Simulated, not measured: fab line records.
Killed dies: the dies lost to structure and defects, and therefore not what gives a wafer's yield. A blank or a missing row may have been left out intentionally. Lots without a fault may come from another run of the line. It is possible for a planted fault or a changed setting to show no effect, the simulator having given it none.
Chamber matching || flow n5 finfet || N5_BEOL_M11_DESCUM_33 on rie diel-02: 4 sister chambers
The step chemistry O2, time 7.9 s. 22 wafers are shown with their chamber, then 11 later ones without.

WAFERS WITH THEIR CHAMBER
{"wafer": "L074.1", "chamber": 2, "drypump motor current A (A)": 5.6, "showerhead plenum p Torr (Torr)": 2.10, "throttle valve pct (%)": 20.27}
{"wafer": "L074.4", "chamber": 0, "drypump motor current A (A)": 6.0, "showerhead plenum p Torr (Torr)": 2.06, "throttle valve pct (%)": 20.84}
{"wafer": "L074.5", "chamber": 0, "drypump motor current A (A)": 6.0, "showerhead plenum p Torr (Torr)": 2.06, "throttle valve pct (%)": 20.84}
{"wafer": "L076.1", "chamber": 3, "drypump motor current A (A)": 4.7, "showerhead plenum p Torr (Torr)": 2.08, "throttle valve pct (%)": 20.68}
{"wafer": "L076.3", "chamber": 1, "drypump motor current A (A)": 5.9, "showerhead plenum p Torr (Torr)": 2.22, "throttle valve pct (%)": 20.02}
{"wafer": "L076.5", "chamber": 2, "drypump motor current A (A)": 5.6, "showerhead plenum p Torr (Torr)": 2.10, "throttle valve pct (%)": 20.29}
{"wafer": "L078.1", "chamber": 3, "drypump motor current A (A)": 4.8, "showerhead plenum p Torr (Torr)": 2.08, "throttle valve pct (%)": 20.70}
{"wafer": "L078.4", "chamber": 0, "drypump motor current A (A)": 6.0, "showerhead plenum p Torr (Torr)": 2.06, "throttle valve pct (%)": 20.86}
{"wafer": "L078.5", "chamber": 0, "drypump motor current A (A)": 6.0, "showerhead plenum p Torr (Torr)": 2.06, "throttle valve pct (%)": 20.86}
{"wafer": "L077.1", "chamber": 3, "drypump motor current A (A)": 4.7, "showerhead plenum p Torr (Torr)": 2.08, "throttle valve pct (%)": 20.70}
{"wafer": "L077.5", "chamber": 2, "drypump motor current A (A)": 5.6, "showerhead plenum p Torr (Torr)": 2.10, "throttle valve pct (%)": 20.29}
{"wafer": "L077.6", "chamber": 1, "drypump motor current A (A)": 5.9, "showerhead plenum p Torr (Torr)": 2.21, "throttle valve pct (%)": 20.01}
{"wafer": "L079.2", "chamber": 0, "drypump motor current A (A)": 6.0, "showerhead plenum p Torr (Torr)": 2.06, "throttle valve pct (%)": 20.89}
{"wafer": "L079.4", "chamber": 1, "drypump motor current A (A)": 5.9, "showerhead plenum p Torr (Torr)": 2.21, "throttle valve pct (%)": 20.03}
{"wafer": "L079.6", "chamber": 1, "drypump motor current A (A)": 5.9, "showerhead plenum p Torr (Torr)": 2.21, "throttle valve pct (%)": 20.05}
{"wafer": "L087.3", "chamber": 1, "drypump motor current A (A)": 5.9, "showerhead plenum p Torr (Torr)": 2.21, "throttle valve pct (%)": 20.05}
{"wafer": "L087.5", "chamber": 1, "drypump motor current A (A)": 5.9, "showerhead plenum p Torr (Torr)": 2.21, "throttle valve pct (%)": 20.05}
{"wafer": "L087.6", "chamber": 3, "drypump motor current A (A)": 4.8, "showerhead plenum p Torr (Torr)": 2.07, "throttle valve pct (%)": 20.73}
{"wafer": "L085.2", "chamber": 3, "drypump motor current A (A)": 4.8, "showerhead plenum p Torr (Torr)": 2.07, "throttle valve pct (%)": 20.72}
{"wafer": "L085.5", "chamber": 1, "drypump motor current A (A)": 5.9, "showerhead plenum p Torr (Torr)": 2.21, "throttle valve pct (%)": 20.05}
{"wafer": "L085.6", "chamber": 0, "drypump motor current A (A)": 6.0, "showerhead plenum p Torr (Torr)": 2.06, "throttle valve pct (%)": 20.48}
{"wafer": "L089.1", "chamber": 0, "drypump motor current A (A)": 6.0, "showerhead plenum p Torr (Torr)": 2.05, "throttle valve pct (%)": 20.51}

SIGNATURES (averages over the wafers above)
{"reading": "drypump motor current A", "chamber 0": 6.000, "chamber 1": 5.900, "chamber 2": 5.600, "chamber 3": 4.760, "scatter within a chamber": 0.0258}
{"reading": "showerhead plenum p Torr", "chamber 0": 2.0586, "chamber 1": 2.2114, "chamber 2": 2.1000, "chamber 3": 2.0760, "scatter within a chamber": 0.00402}
{"reading": "throttle valve pct", "chamber 0": 20.7543, "chamber 1": 20.0371, "chamber 2": 20.2833, "chamber 3": 20.7060, "scatter within a chamber": 0.104}
Rule: distance of a wafer from a chamber = root of the sum over the readings of ((wafer's reading minus chamber's mean) / reading's scatter) squared. The wafer belongs to the nearest chamber; if the next one is less than 2 further off, it can't be placed. How the scatter is found: for the shown wafers, subtract from each reading the mean of its chamber, square and add these, divide the total by (wafers less chambers), then take the root.

WAFERS WITHOUT THEIR CHAMBER
{"wafer": "L089.4", "drypump motor current A (A)": 5.6, "showerhead plenum p Torr (Torr)": 2.09, "throttle valve pct (%)": 20.32}
{"wafer": "L089.6", "drypump motor current A (A)": 4.8, "showerhead plenum p Torr (Torr)": 2.07, "throttle valve pct (%)": 20.74}
{"wafer": "L091.1", "drypump motor current A (A)": 5.9, "showerhead plenum p Torr (Torr)": 2.20, "throttle valve pct (%)": 20.08}
{"wafer": "L091.4", "drypump motor current A (A)": 6.0, "showerhead plenum p Torr (Torr)": 2.05, "throttle valve pct (%)": 20.52}
{"wafer": "L091.5", "drypump motor current A (A)": 5.9, "showerhead plenum p Torr (Torr)": 2.20, "throttle valve pct (%)": 20.06}
{"wafer": "L092.1", "drypump motor current A (A)": 5.6, "showerhead plenum p Torr (Torr)": 2.09, "throttle valve pct (%)": 20.34}
{"wafer": "L092.4", "drypump motor current A (A)": 5.9, "showerhead plenum p Torr (Torr)": 2.20, "throttle valve pct (%)": 20.08}
{"wafer": "L092.5", "drypump motor current A (A)": 6.0, "showerhead plenum p Torr (Torr)": 2.05, "throttle valve pct (%)": 20.52}
{"wafer": "L093.1", "drypump motor current A (A)": 6.0, "showerhead plenum p Torr (Torr)": 2.05, "throttle valve pct (%)": 20.52}
{"wafer": "L093.4", "drypump motor current A (A)": 4.8, "showerhead plenum p Torr (Torr)": 2.07, "throttle valve pct (%)": 20.75}
{"wafer": "L093.6", "drypump motor current A (A)": 4.7, "showerhead plenum p Torr (Torr)": 2.07, "throttle valve pct (%)": 20.74}

WHICH CHAMBER EACH WENT THROUGH
{"wafer": "L089.4", "from the rows above": 2, "in truth": 2}
{"wafer": "L089.6", "from the rows above": 3, "in truth": 3}
{"wafer": "L091.1", "from the rows above": 1, "in truth": 1}
{"wafer": "L091.4", "from the rows above": 0, "in truth": 0}
{"wafer": "L091.5", "from the rows above": 1, "in truth": 1}
{"wafer": "L092.1", "from the rows above": 2, "in truth": 2}
{"wafer": "L092.4", "from the rows above": 1, "in truth": 1}
{"wafer": "L092.5", "from the rows above": 0, "in truth": 0}
{"wafer": "L093.1", "from the rows above": 0, "in truth": 0}
{"wafer": "L093.4", "from the rows above": 3, "in truth": 3}
{"wafer": "L093.6", "from the rows above": 3, "in truth": 3}
11 of 11 placed correctly. Not placeable from these rows: 0. 0 placed wrongly.
